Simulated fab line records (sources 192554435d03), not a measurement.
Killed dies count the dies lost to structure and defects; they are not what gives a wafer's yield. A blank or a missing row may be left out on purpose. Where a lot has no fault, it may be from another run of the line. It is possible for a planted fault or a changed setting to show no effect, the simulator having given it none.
Which of the tools did it? / flow n5Finfet / 72 wafers from 24 lots sampled at 5 of the route's 1938 steps

== WHAT THE GAUGES READ, wafer by wafer ==
N5_BEOL_M8_THK_MEAS_53: measures by xrf. Usual: M8_THK gives 79.1 nm (standard deviation 1.6).
lot=L074; measured=day 9 17:09; on=filmMetro-02; M8_THK (nm)=79.4 78.0 77.7; flag=
lot=L075; measured=day 9 20:18; on=filmMetro-01; M8_THK (nm)=78.3 79.7 80.5; flag=
lot=L076; measured=day 10 02:31; on=filmMetro-02; M8_THK (nm)=78.3 76.7 76.6; flag=
lot=L078; measured=day 10 04:42; on=filmMetro-02; M8_THK (nm)=79.0 79.0 79.2; flag=
lot=L077; measured=day 10 08:47; on=filmMetro-01; M8_THK (nm)=79.2 81.4 80.0; flag=
lot=L079; measured=day 11 03:20; on=filmMetro-01; M8_THK (nm)=79.3 79.0 79.2; flag=
lot=L080; measured=day 11 12:54; on=filmMetro-02; M8_THK (nm)=79.1 79.7 81.0; flag=
lot=L081; measured=day 11 19:25; on=filmMetro-01; M8_THK (nm)=81.8 82.7 80.2; flag=
lot=L087; measured=day 12 22:01; on=filmMetro-02; M8_THK (nm)=79.8 76.9 77.0; flag=
lot=L084; measured=day 12 22:13; on=filmMetro-01; M8_THK (nm)=79.9 80.7 80.6; flag=
lot=L083; measured=day 12 22:17; on=filmMetro-02; M8_THK (nm)=80.2 77.8 79.5; flag=
lot=L086; measured=day 13 00:24; on=filmMetro-02; M8_THK (nm)=80.5 79.3 79.7; flag=
lot=L082; measured=day 13 00:41; on=filmMetro-02; M8_THK (nm)=79.5 79.5 77.5; flag=
lot=L085; measured=day 13 16:07; on=filmMetro-01; M8_THK (nm)=82.8 81.1 81.3; flag=
lot=L088; measured=day 13 18:38; on=filmMetro-01; M8_THK (nm)=79.7 81.7 80.7; flag=
lot=L089; measured=day 14 08:19; on=filmMetro-01; M8_THK (nm)=76.1 77.2 77.7; flag=
lot=L090; measured=day 14 14:11; on=filmMetro-02; M8_THK (nm)=77.2 78.3 76.6; flag=
lot=L091; measured=day 14 14:27; on=filmMetro-02; M8_THK (nm)=81.0 79.5 77.2; flag=
lot=L092; measured=day 14 19:19; on=filmMetro-02; M8_THK (nm)=79.7 82.0 80.0; flag=
lot=L093; measured=day 14 19:51; on=filmMetro-02; M8_THK (nm)=78.0 78.2 78.0; flag=
lot=L094; measured=day 14 23:32; on=filmMetro-02; M8_THK (nm)=78.4 79.7 78.2; flag=
lot=L095; measured=day 15 03:12; on=filmMetro-02; M8_THK (nm)=77.3 77.1 78.6; flag=
lot=L096; measured=day 15 10:37; on=filmMetro-02; M8_THK (nm)=77.6 79.3 78.6; flag=
lot=L097; measured=day 16 06:55; on=filmMetro-02; M8_THK (nm)=78.8 79.0 78.2; flag=

N5_BEOL_M9_CD_MEAS_35: target cd 70 nm, target cd y 40 nm. Usual: cdNm at 69.8 nm, with a standard deviation of 0.56.
lot=L074; measured=day 9 23:23; on=cdSem-03; cdNm (nm)=70.4 69.8 70.5; flag=
lot=L075; measured=day 10 02:04; on=cdSem-03; cdNm (nm)=69.0 69.5 69.1; flag=
lot=L076; measured=day 10 06:18; on=cdSem-01; cdNm (nm)=69.5 69.8 70.1; flag=
lot=L078; measured=day 10 10:53; on=cdSem-01; cdNm (nm)=69.8 70.3 70.3; flag=
lot=L077; measured=day 10 14:07; on=cdSem-02; cdNm (nm)=70.2 70.6 70.9; flag=
lot=L079; measured=day 11 09:41; on=cdSem-02; cdNm (nm)=69.9 69.7 69.4; flag=
lot=L080; measured=day 11 18:22; on=cdSem-02; cdNm (nm)=68.9 69.4 69.0; flag=
lot=L081; measured=day 12 01:17; on=cdSem-03; cdNm (nm)=69.7 69.9 69.3; flag=
lot=L087; measured=day 13 05:57; on=cdSem-02; cdNm (nm)=69.6 69.5 68.6; flag=
lot=L084; measured=day 13 05:34; on=cdSem-03; cdNm (nm)=71.3 70.8 70.3; flag=
lot=L083; measured=day 13 05:32; on=cdSem-01; cdNm (nm)=69.7 71.2 70.0; flag=
lot=L086; measured=day 13 13:05; on=cdSem-03; cdNm (nm)=70.2 68.9 69.0; flag=
lot=L082; measured=day 13 09:31; on=cdSem-02; cdNm (nm)=70.2 69.5 69.6; flag=
lot=L085; measured=day 13 23:11; on=cdSem-03; cdNm (nm)=69.0 69.0 69.5; flag=
lot=L088; measured=day 14 02:02; on=cdSem-03; cdNm (nm)=69.2 70.1 69.7; flag=
lot=L089; measured=day 14 13:43; on=cdSem-03; cdNm (nm)=70.0 70.3 70.2; flag=
lot=L090; measured=day 14 20:19; on=cdSem-02; cdNm (nm)=70.0 70.7 70.4; flag=
lot=L091; measured=day 14 20:06; on=cdSem-01; cdNm (nm)=69.2 70.0 69.6; flag=
lot=L092; measured=day 15 01:38; on=cdSem-03; cdNm (nm)=69.4 69.0 69.2; flag=
lot=L093; measured=day 15 02:04; on=cdSem-01; cdNm (nm)=69.7 70.1 69.9; flag=
lot=L094; measured=day 15 03:46; on=cdSem-02; cdNm (nm)=70.6 70.7 69.3; flag=
lot=L095; measured=day 15 12:00; on=cdSem-01; cdNm (nm)=70.4 69.4 69.6; flag=
lot=L096; measured=day 15 17:25; on=cdSem-01; cdNm (nm)=69.5 69.6 70.3; flag=
lot=L097; measured=day 16 10:55; on=cdSem-02; cdNm (nm)=69.7 69.4 71.0; flag=

== TOOL THAT RAN EACH LOT (tool first, then ch and the chambers of the sampled wafers, then the start) ==
lot=L074; N5_BEOL_M9_CURE_71=uvCure-02 ch 1, day 9 17:40; N5_BEOL_M9_PECVD_70=pecvd-02 ch 0,1,2, day 9 18:04; N5_BEOL_M9_STRIP_19=rieDiel-04 ch 1,2,3, day 9 19:58
lot=L075; N5_BEOL_M9_CURE_71=uvCure-03 ch 0, day 9 20:39; N5_BEOL_M9_PECVD_70=pecvd-04 ch 1,2, day 9 21:07; N5_BEOL_M9_STRIP_19=rieDiel-05 ch 0,1,3, day 10 00:37
lot=L076; N5_BEOL_M9_CURE_71=uvCure-01 ch 2, day 10 02:49; N5_BEOL_M9_PECVD_70=pecvd-04 ch 0,1,2, day 10 03:22; N5_BEOL_M9_STRIP_19=rieDiel-04 ch 1,2, day 10 05:00
lot=L078; N5_BEOL_M9_CURE_71=uvCure-03 ch 0, day 10 05:00; N5_BEOL_M9_PECVD_70=pecvd-03 ch 0,1, day 10 05:33; N5_BEOL_M9_STRIP_19=rieDiel-05 ch 1,2,3, day 10 07:29
lot=L077; N5_BEOL_M9_CURE_71=uvCure-03 ch 0, day 10 09:03; N5_BEOL_M9_PECVD_70=pecvd-02 ch 0,2, day 10 09:36; N5_BEOL_M9_STRIP_19=rieDiel-04 ch 0,1,2, day 10 12:18
lot=L079; N5_BEOL_M9_CURE_71=uvCure-03 ch 2, day 11 03:37; N5_BEOL_M9_PECVD_70=pecvd-04 ch 0,1,2, day 11 04:10; N5_BEOL_M9_STRIP_19=rieDiel-05 ch 1,2, day 11 07:05
lot=L080; N5_BEOL_M9_CURE_71=uvCure-03 ch 1, day 11 13:10; N5_BEOL_M9_PECVD_70=pecvd-04 ch 0,1, day 11 13:43; N5_BEOL_M9_STRIP_19=rieDiel-05 ch 0,2,3, day 11 17:05
lot=L081; N5_BEOL_M9_CURE_71=uvCure-02 ch 2, day 11 19:47; N5_BEOL_M9_PECVD_70=pecvd-03 ch 0,2, day 11 20:16; N5_BEOL_M9_STRIP_19=rieDiel-04 ch 0,1,3, day 11 22:29
lot=L087; N5_BEOL_M9_CURE_71=uvCure-01 ch 0, day 12 22:38; N5_BEOL_M9_PECVD_70=pecvd-04 ch 1,2, day 12 23:20; N5_BEOL_M9_STRIP_19=rieDiel-05 ch 1,2, day 13 00:41
lot=L084; N5_BEOL_M9_CURE_71=uvCure-03 ch 2, day 12 22:38; N5_BEOL_M9_PECVD_70=pecvd-03 ch 0,1,2, day 12 23:02; N5_BEOL_M9_STRIP_19=rieDiel-04 ch 2,3, day 13 00:41
lot=L083; N5_BEOL_M9_CURE_71=uvCure-02 ch 0, day 12 22:53; N5_BEOL_M9_PECVD_70=pecvd-03 ch 1,2, day 12 23:22; N5_BEOL_M9_STRIP_19=rieDiel-05 ch 1,2,3, day 13 00:55
lot=L086; N5_BEOL_M9_CURE_71=uvCure-01 ch 1, day 13 01:09; N5_BEOL_M9_PECVD_70=pecvd-04 ch 0,1,2, day 13 01:43; N5_BEOL_M9_STRIP_19=rieDiel-05 ch 1,2,3, day 13 06:44
lot=L082; N5_BEOL_M9_CURE_71=uvCure-03 ch 2, day 13 01:12; N5_BEOL_M9_PECVD_70=pecvd-02 ch 0,1,2, day 13 01:32; N5_BEOL_M9_STRIP_19=rieDiel-05 ch 1,2,3, day 13 06:28
lot=L085; N5_BEOL_M9_CURE_71=uvCure-03 ch 1, day 13 17:07; N5_BEOL_M9_PECVD_70=pecvd-02 ch 0,2, day 13 17:35; N5_BEOL_M9_STRIP_19=rieDiel-05 ch 0,1, day 13 19:00
lot=L088; N5_BEOL_M9_CURE_71=uvCure-03 ch 1, day 13 20:10; N5_BEOL_M9_PECVD_70=pecvd-04 ch 1,2, day 13 20:43; N5_BEOL_M9_STRIP_19=rieDiel-04 ch 0,2,3, day 14 00:06
lot=L089; N5_BEOL_M9_CURE_71=uvCure-02 ch 0, day 14 08:37; N5_BEOL_M9_PECVD_70=pecvd-02 ch 0,1, day 14 09:10; N5_BEOL_M9_STRIP_19=rieDiel-04 ch 0,1,3, day 14 11:15
lot=L090; N5_BEOL_M9_CURE_71=uvCure-02 ch 1, day 14 14:29; N5_BEOL_M9_PECVD_70=pecvd-02 ch 1,2, day 14 15:31; N5_BEOL_M9_STRIP_19=rieDiel-04 ch 0,2, day 14 18:12
lot=L091; N5_BEOL_M9_CURE_71=uvCure-03 ch 1, day 14 14:45; N5_BEOL_M9_PECVD_70=pecvd-02 ch 1,2, day 14 15:18; N5_BEOL_M9_STRIP_19=rieDiel-03 ch 0,2,3, day 14 17:56
lot=L092; N5_BEOL_M9_CURE_71=uvCure-03 ch 2, day 14 19:52; N5_BEOL_M9_PECVD_70=pecvd-04 ch 0,2, day 14 20:11; N5_BEOL_M9_STRIP_19=rieDiel-05 ch 2,3, day 14 21:45
lot=L093; N5_BEOL_M9_CURE_71=uvCure-02 ch 0, day 14 20:12; N5_BEOL_M9_PECVD_70=pecvd-02 ch 0,1,2, day 14 20:45; N5_BEOL_M9_STRIP_19=rieDiel-03 ch 0,2,3, day 14 22:38
lot=L094; N5_BEOL_M9_CURE_71=uvCure-01 ch 0, day 14 23:53; N5_BEOL_M9_PECVD_70=pecvd-04 ch 0,2, day 15 00:21; N5_BEOL_M9_STRIP_19=rieDiel-05 ch 1,2, day 15 02:40
lot=L095; N5_BEOL_M9_CURE_71=uvCure-02 ch 2, day 15 03:40; N5_BEOL_M9_PECVD_70=pecvd-02 ch 0,1, day 15 04:32; N5_BEOL_M9_STRIP_19=rieDiel-05 ch 0,1, day 15 09:07
lot=L096; N5_BEOL_M9_CURE_71=uvCure-03 ch 0, day 15 10:55; N5_BEOL_M9_PECVD_70=pecvd-03 ch 0,1,2, day 15 11:28; N5_BEOL_M9_STRIP_19=rieDiel-05 ch 0,1,2, day 15 14:09
lot=L097; N5_BEOL_M9_CURE_71=uvCure-01 ch 2, day 16 07:11; N5_BEOL_M9_PECVD_70=pecvd-02 ch 0,1,2, day 16 07:44; N5_BEOL_M9_STRIP_19=rieDiel-05 ch 0,3, day 16 09:41
- N5_BEOL_M9_CURE_71: cures SiCOH lowk, time 240 s.
- N5_BEOL_M9_PECVD_70: deposits SiO2 from TEOS/O2, target thk 20 nm, time 22.7 s.
- N5_BEOL_M9_STRIP_19: strips in O2.

== WHAT THE TOOLS THEMSELVES READ (means of the sampled wafers that have a number; where no wafer has one, the mark that the record gives instead) ==
N5_BEOL_M9_CURE_71. Usual: lampPowerPct 52.32 %, standard deviation 0.055; wafer_temp_C_max 386.8, standard deviation 0.67.
lot=L074; tool=uvCure-02; lampPowerPct (%)=52.30; wafer_temp_C_max=387.5; flag=
lot=L075; tool=uvCure-03; lampPowerPct (%)=52.26; wafer_temp_C_max=387.3; flag=
lot=L076; tool=uvCure-01; lampPowerPct (%)=52.31; wafer_temp_C_max=386.3; flag=
lot=L078; tool=uvCure-03; lampPowerPct (%)=52.37; wafer_temp_C_max=386.9; flag=
lot=L077; tool=uvCure-03; lampPowerPct (%)=52.30; wafer_temp_C_max=387.4; flag=
lot=L079; tool=uvCure-03; lampPowerPct (%)=52.28; wafer_temp_C_max=387.7; flag=
lot=L080; tool=uvCure-03; lampPowerPct (%)=52.27; wafer_temp_C_max=386.3; flag=
lot=L081; tool=uvCure-02; lampPowerPct (%)=52.32; wafer_temp_C_max=385.8; flag=
lot=L087; tool=uvCure-01; lampPowerPct (%)=52.39; wafer_temp_C_max=386.7; flag=
lot=L084; tool=uvCure-03; lampPowerPct (%)=52.29; wafer_temp_C_max=387.6; flag=
lot=L083; tool=uvCure-02; lampPowerPct (%)=52.37; wafer_temp_C_max=386.3; flag=
lot=L086; tool=uvCure-01; lampPowerPct (%)=52.29; wafer_temp_C_max=386.2; flag=
lot=L082; tool=uvCure-03; lampPowerPct (%)=52.39; wafer_temp_C_max=387.2; flag=
lot=L085; tool=uvCure-03; lampPowerPct (%)=52.34; wafer_temp_C_max=386.5; flag=
lot=L088; tool=uvCure-03; lampPowerPct (%)=52.32; wafer_temp_C_max=386.3; flag=
lot=L089; tool=uvCure-02; lampPowerPct (%)=52.38; wafer_temp_C_max=386.5; flag=
lot=L090; tool=uvCure-02; lampPowerPct (%)=52.28; wafer_temp_C_max=387.8; flag=
lot=L091; tool=uvCure-03; lampPowerPct (%)=52.34; wafer_temp_C_max=386.3; flag=
lot=L092; tool=uvCure-03; lampPowerPct (%)=52.30; wafer_temp_C_max=387.3; flag=
lot=L093; tool=uvCure-02; lampPowerPct (%)=52.30; wafer_temp_C_max=386.5; flag=
lot=L094; tool=uvCure-01; lampPowerPct (%)=52.34; wafer_temp_C_max=387.1; flag=
lot=L095; tool=uvCure-02; lampPowerPct (%)=52.34; wafer_temp_C_max=385.8; flag=
lot=L096; tool=uvCure-03; lampPowerPct (%)=52.30; wafer_temp_C_max=387.0; flag=
lot=L097; tool=uvCure-01; lampPowerPct (%)=52.35; wafer_temp_C_max=386.2; flag=

N5_BEOL_M9_PECVD_70. Usual: heaterPowerW 749 W, standard deviation 83; showerheadPlenumPTorr 8.77 Torr, standard deviation 0.062; throttleValvePct 21.9 %, standard deviation 0.98.
lot=L074; tool=pecvd-02; heaterPowerW (W)=782; showerheadPlenumPTorr (Torr)=8.78; throttleValvePct (%)=22.2; flag=
lot=L075; tool=pecvd-04; heaterPowerW (W)=652; showerheadPlenumPTorr (Torr)=8.69; throttleValvePct (%)=21.1; flag=
lot=L076; tool=pecvd-04; heaterPowerW (W)=703; showerheadPlenumPTorr (Torr)=8.77; throttleValvePct (%)=21.2; flag=
lot=L078; tool=pecvd-03; heaterPowerW (W)=817; showerheadPlenumPTorr (Torr)=8.76; throttleValvePct (%)=22.3; flag=
lot=L077; tool=pecvd-02; heaterPowerW (W)=771; showerheadPlenumPTorr (Torr)=8.77; throttleValvePct (%)=21.6; flag=
lot=L079; tool=pecvd-04; heaterPowerW (W)=740; showerheadPlenumPTorr (Torr)=8.75; throttleValvePct (%)=21.2; flag=
lot=L080; tool=pecvd-04; heaterPowerW (W)=743; showerheadPlenumPTorr (Torr)=8.76; throttleValvePct (%)=21.6; flag=
lot=L081; tool=pecvd-03; heaterPowerW (W)=695; showerheadPlenumPTorr (Torr)=8.78; throttleValvePct (%)=21.4; flag=
lot=L087; tool=pecvd-04; heaterPowerW (W)=706; showerheadPlenumPTorr (Torr)=8.70; throttleValvePct (%)=20.8; flag=
lot=L084; tool=pecvd-03; heaterPowerW (W)=759; showerheadPlenumPTorr (Torr)=8.77; throttleValvePct (%)=21.8; flag=
lot=L083; tool=pecvd-03; heaterPowerW (W)=830; showerheadPlenumPTorr (Torr)=8.77; throttleValvePct (%)=20.9; flag=
lot=L086; tool=pecvd-04; heaterPowerW (W)=722; showerheadPlenumPTorr (Torr)=8.76; throttleValvePct (%)=21.1; flag=
lot=L082; tool=pecvd-02; heaterPowerW (W)=750; showerheadPlenumPTorr (Torr)=8.79; throttleValvePct (%)=22.2; flag=
lot=L085; tool=pecvd-02; heaterPowerW (W)=791; showerheadPlenumPTorr (Torr)=8.74; throttleValvePct (%)=22.4; flag=
lot=L088; tool=pecvd-04; heaterPowerW (W)=685; showerheadPlenumPTorr (Torr)=8.70; throttleValvePct (%)=21.0; flag=
lot=L089; tool=pecvd-02; heaterPowerW (W)=802; showerheadPlenumPTorr (Torr)=8.75; throttleValvePct (%)=22.9; flag=
lot=L090; tool=pecvd-02; heaterPowerW (W)=713; showerheadPlenumPTorr (Torr)=8.79; throttleValvePct (%)=21.5; flag=
lot=L091; tool=pecvd-02; heaterPowerW (W)=840; showerheadPlenumPTorr (Torr)=8.78; throttleValvePct (%)=21.8; flag=
lot=L092; tool=pecvd-04; heaterPowerW (W)=689; showerheadPlenumPTorr (Torr)=8.76; throttleValvePct (%)=21.2; flag=
lot=L093; tool=pecvd-02; heaterPowerW (W)=779; showerheadPlenumPTorr (Torr)=8.77; throttleValvePct (%)=22.3; flag=
lot=L094; tool=pecvd-04; heaterPowerW (W)=677; showerheadPlenumPTorr (Torr)=8.77; throttleValvePct (%)=21.2; flag=
lot=L095; tool=pecvd-02; heaterPowerW (W)=861; showerheadPlenumPTorr (Torr)=8.78; throttleValvePct (%)=22.8; flag=
lot=L096; tool=pecvd-03; heaterPowerW (W)=717; showerheadPlenumPTorr (Torr)=8.79; throttleValvePct (%)=22.0; flag=
lot=L097; tool=pecvd-02; heaterPowerW (W)=791; showerheadPlenumPTorr (Torr)=8.78; throttleValvePct (%)=22.5; flag=

N5_BEOL_M9_STRIP_19. Usual: drypumpMotorCurrentA 5.6 A, standard deviation 0.45; oesProductAu 0.76 a.u., standard deviation 0.073; rfVppV 3.7 V, standard deviation 0.68; showerheadPlenumPTorr 2.09 Torr, standard deviation 0.065; throttleValvePct 16.66 %, standard deviation 0.16.
lot=L074; tool=rieDiel-04; drypumpMotorCurrentA (A)=5.2; oesProductAu (a.u.)=0.84; rfVppV (V)=4.0; showerheadPlenumPTorr (Torr)=2.15; throttleValvePct (%)=16.61; flag=
lot=L075; tool=rieDiel-05; drypumpMotorCurrentA (A)=5.4; oesProductAu (a.u.)=0.72; rfVppV (V)=3.7; showerheadPlenumPTorr (Torr)=2.09; throttleValvePct (%)=16.73; flag=
lot=L076; tool=rieDiel-04; drypumpMotorCurrentA (A)=5.2; oesProductAu (a.u.)=0.89; rfVppV (V)=3.9; showerheadPlenumPTorr (Torr)=2.10; throttleValvePct (%)=16.40; flag=
lot=L078; tool=rieDiel-05; drypumpMotorCurrentA (A)=5.9; oesProductAu (a.u.)=0.74; rfVppV (V)=3.6; showerheadPlenumPTorr (Torr)=2.07; throttleValvePct (%)=16.65; flag=
lot=L077; tool=rieDiel-04; drypumpMotorCurrentA (A)=5.3; oesProductAu (a.u.)=0.82; rfVppV (V)=4.2; showerheadPlenumPTorr (Torr)=2.12; throttleValvePct (%)=16.56; flag=
lot=L079; tool=rieDiel-05; drypumpMotorCurrentA (A)=6.0; oesProductAu (a.u.)=0.75; rfVppV (V)=4.1; showerheadPlenumPTorr (Torr)=2.07; throttleValvePct (%)=16.62; flag=
lot=L080; tool=rieDiel-05; drypumpMotorCurrentA (A)=5.6; oesProductAu (a.u.)=0.72; rfVppV (V)=3.6; showerheadPlenumPTorr (Torr)=2.12; throttleValvePct (%)=16.77; flag=
lot=L081; tool=rieDiel-04; drypumpMotorCurrentA (A)=5.3; oesProductAu (a.u.)=0.76; rfVppV (V)=3.7; showerheadPlenumPTorr (Torr)=2.15; throttleValvePct (%)=16.77; flag=
lot=L087; tool=rieDiel-05; drypumpMotorCurrentA (A)=6.0; oesProductAu (a.u.)=0.74; rfVppV (V)=3.8; showerheadPlenumPTorr (Torr)=2.06; throttleValvePct (%)=16.64; flag=
lot=L084; tool=rieDiel-04; drypumpMotorCurrentA (A)=5.3; oesProductAu (a.u.)=0.76; rfVppV (V)=3.2; showerheadPlenumPTorr (Torr)=2.13; throttleValvePct (%)=16.72; flag=
lot=L083; tool=rieDiel-05; drypumpMotorCurrentA (A)=5.9; oesProductAu (a.u.)=0.73; rfVppV (V)=3.9; showerheadPlenumPTorr (Torr)=2.06; throttleValvePct (%)=16.69; flag=
lot=L086; tool=rieDiel-05; drypumpMotorCurrentA (A)=5.9; oesProductAu (a.u.)=0.73; rfVppV (V)=3.3; showerheadPlenumPTorr (Torr)=2.06; throttleValvePct (%)=16.68; flag=
lot=L082; tool=rieDiel-05; drypumpMotorCurrentA (A)=5.9; oesProductAu (a.u.)=0.72; rfVppV (V)=3.4; showerheadPlenumPTorr (Torr)=2.06; throttleValvePct (%)=16.69; flag=
lot=L085; tool=rieDiel-05; drypumpMotorCurrentA (A)=5.5; oesProductAu (a.u.)=0.79; rfVppV (V)=3.4; showerheadPlenumPTorr (Torr)=2.05; throttleValvePct (%)=16.55; flag=
lot=L088; tool=rieDiel-04; drypumpMotorCurrentA (A)=5.4; oesProductAu (a.u.)=0.76; rfVppV (V)=3.5; showerheadPlenumPTorr (Torr)=2.10; throttleValvePct (%)=16.67; flag=
lot=L089; tool=rieDiel-04; drypumpMotorCurrentA (A)=5.3; oesProductAu (a.u.)=0.75; rfVppV (V)=4.0; showerheadPlenumPTorr (Torr)=2.15; throttleValvePct (%)=16.81; flag=
lot=L090; tool=rieDiel-04; drypumpMotorCurrentA (A)=5.4; oesProductAu (a.u.)=0.81; rfVppV (V)=3.1; showerheadPlenumPTorr (Torr)=2.05; throttleValvePct (%)=16.49; flag=
lot=L091; tool=rieDiel-03; drypumpMotorCurrentA (A)=5.7; oesProductAu (a.u.)=0.79; rfVppV (V)=3.7; showerheadPlenumPTorr (Torr)=2.04; throttleValvePct (%)=16.64; flag=
lot=L092; tool=rieDiel-05; drypumpMotorCurrentA (A)=6.0; oesProductAu (a.u.)=0.73; rfVppV (V)=3.2; showerheadPlenumPTorr (Torr)=2.09; throttleValvePct (%)=16.73; flag=
lot=L093; tool=rieDiel-03; drypumpMotorCurrentA (A)=5.7; oesProductAu (a.u.)=0.78; rfVppV (V)=3.4; showerheadPlenumPTorr (Torr)=2.04; throttleValvePct (%)=16.63; flag=
lot=L094; tool=rieDiel-05; drypumpMotorCurrentA (A)=5.9; oesProductAu (a.u.)=0.71; rfVppV (V)=4.0; showerheadPlenumPTorr (Torr)=2.02; throttleValvePct (%)=16.64; flag=
lot=L095; tool=rieDiel-05; drypumpMotorCurrentA (A)=5.1; oesProductAu (a.u.)=0.85; rfVppV (V)=3.4; showerheadPlenumPTorr (Torr)=2.10; throttleValvePct (%)=16.53; flag=
lot=L096; tool=rieDiel-05; drypumpMotorCurrentA (A)=5.6; oesProductAu (a.u.)=0.78; rfVppV (V)=3.2; showerheadPlenumPTorr (Torr)=2.08; throttleValvePct (%)=16.60; flag=
lot=L097; tool=rieDiel-05; drypumpMotorCurrentA (A)=5.5; oesProductAu (a.u.)=0.77; rfVppV (V)=3.7; showerheadPlenumPTorr (Torr)=2.11; throttleValvePct (%)=16.72; flag=

== THE ANSWER, worked out from the rows above alone ==
Rule: take the mean of a lot's wafers that have a number; if it is more than 3 standard deviations from the usual mean, the lot is off. Also off: a lot with no number at a reading for which 4 or more lots have one. Any other lot the step has rows for is counted as sound. Order of review: gauges by route order, followed by the tools' own readings, for which a lot's mean as printed above is used. The first step at which some lot is off is used, and at that step the reading that is off furthest; a lot without a number counts as furthest.
No lot is off at any reading shown: from this, nothing can be told.

== WHAT WAS PUT IN BY THE SIMULATOR ==
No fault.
